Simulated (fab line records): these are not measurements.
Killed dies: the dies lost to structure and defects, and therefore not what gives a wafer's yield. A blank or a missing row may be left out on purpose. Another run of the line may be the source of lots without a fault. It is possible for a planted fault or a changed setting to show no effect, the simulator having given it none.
Split-lot study :: flow n5 finfet :: 21 wafers read across 7 lots, on a route 1938 steps long

## ON THE SPLIT
At N5_BEOL_M5_ETCH_41 (etches SiCN in CH3F/O2, target depth 31.5 nm, time 56.7 s), the setting source w was moved away from the recipe's 395 W on 6 of the 21 wafers read, by -7.3% to +14.7%. The other wafers ran this setting at the recipe's value.

Reading taken at the split's own step.

## THE READING
rf vpp V, in V, at N5_BEOL_M5_ETCH_41 (etches SiCN in CH3F/O2, target depth 31.5 nm, time 56.7 s). A value of 297.2 V with a standard deviation of 1.5 V is what fault-free wafers of this fab line usually give.

wafer: L075.1
tool, chamber at the split: rie diel-04, 2
source w as run, W: 395
against the recipe: recipe
rf vpp V, V: 299.4
against lot-mates on the recipe: -

wafer: L075.3
tool, chamber at the split: rie diel-04, 1
source w as run, W: 395
against the recipe: recipe
rf vpp V, V: 296.6
against lot-mates on the recipe: -

wafer: L075.6
tool, chamber at the split: rie diel-04, 1
source w as run, W: 395
against the recipe: recipe
rf vpp V, V: 295.7
against lot-mates on the recipe: -

wafer: L080.2
tool, chamber at the split: rie diel-04, 0
source w as run, W: 446.5
against the recipe: +13.0%
rf vpp V, V: 284.0
against lot-mates on the recipe: -14.7

wafer: L080.4
tool, chamber at the split: rie diel-04, 2
source w as run, W: 446.5
against the recipe: +13.0%
rf vpp V, V: 288.2
against lot-mates on the recipe: -10.5

wafer: L080.6
tool, chamber at the split: rie diel-04, 2
source w as run, W: 395
against the recipe: recipe
rf vpp V, V: 298.7
against lot-mates on the recipe: -

wafer: L082.2
tool, chamber at the split: rie diel-04, 0
source w as run, W: 395
against the recipe: recipe
rf vpp V, V: 296.1
against lot-mates on the recipe: -

wafer: L082.4
tool, chamber at the split: rie diel-04, 2
source w as run, W: 395
against the recipe: recipe
rf vpp V, V: 299.0
against lot-mates on the recipe: -

wafer: L082.6
tool, chamber at the split: rie diel-04, 1
source w as run, W: 395
against the recipe: recipe
rf vpp V, V: 295.7
against lot-mates on the recipe: -

wafer: L091.3
tool, chamber at the split: rie diel-02, 2
source w as run, W: 395
against the recipe: recipe
rf vpp V, V: 296.1
against lot-mates on the recipe: -

wafer: L091.4
tool, chamber at the split: rie diel-02, 0
source w as run, W: 395
against the recipe: recipe
rf vpp V, V: 297.4
against lot-mates on the recipe: -

wafer: L091.5
tool, chamber at the split: rie diel-02, 3
source w as run, W: 395
against the recipe: recipe
rf vpp V, V: 296.5
against lot-mates on the recipe: -

wafer: L097.1
tool, chamber at the split: rie diel-02, 1
source w as run, W: 453.2
against the recipe: +14.7%
rf vpp V, V: 284.0
against lot-mates on the recipe: -13.7

wafer: L097.3
tool, chamber at the split: rie diel-02, 2
source w as run, W: 395
against the recipe: recipe
rf vpp V, V: 297.7
against lot-mates on the recipe: -

wafer: L097.6
tool, chamber at the split: rie diel-02, 3
source w as run, W: 453.2
against the recipe: +14.7%
rf vpp V, V: 283.0
against lot-mates on the recipe: -14.7

wafer: L094.2
tool, chamber at the split: rie diel-06, 1
source w as run, W: 366
against the recipe: -7.3%
rf vpp V, V: 305.1
against lot-mates on the recipe: +7.4

wafer: L094.3
tool, chamber at the split: rie diel-06, 3
source w as run, W: 366
against the recipe: -7.3%
rf vpp V, V: 302.6
against lot-mates on the recipe: +4.9

wafer: L094.4
tool, chamber at the split: rie diel-06, 0
source w as run, W: 395
against the recipe: recipe
rf vpp V, V: 297.7
against lot-mates on the recipe: -

wafer: L096.1
tool, chamber at the split: rie diel-06, 3
source w as run, W: 395
against the recipe: recipe
rf vpp V, V: 294.6
against lot-mates on the recipe: -

wafer: L096.2
tool, chamber at the split: rie diel-06, 1
source w as run, W: 395
against the recipe: recipe
rf vpp V, V: 298.1
against lot-mates on the recipe: -

wafer: L096.3
tool, chamber at the split: rie diel-06, 0
source w as run, W: 395
against the recipe: recipe
rf vpp V, V: 297.9
against lot-mates on the recipe: -

FIT RESULTS
A straight line over all 21 wafers: rf vpp V changes by -0.896 V for each +1% of source w; r = -0.97; the points scatter about the line by 1.5 V.
The same after taking each lot's own level away (the mean of its wafers on the recipe; 21 wafers): -0.943 V for each +1%; r = -0.98; scatter 1.4 V.
On that fit, the largest move of source w shifts the reading by 14 V.
The span of the lots' own levels, 296.67 to 298.70 V, comes to 1.4 times the standard deviation stated above.
The two slopes agree, so the slope changes little with the lot-to-lot level.
Check: for one of the wafers moved furthest among these (+14.7%), held out of the fit, the line's prediction against its lot-mates is -14.1 V. Against them it came out at -13.7 V.
Tool readings at the split's step, against how far the setting was moved: rf vpp V r = -0.97.

## THE FILE'S OWN FIT
rf vpp V changes by -0.949 V for each +1% of source w, r = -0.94.
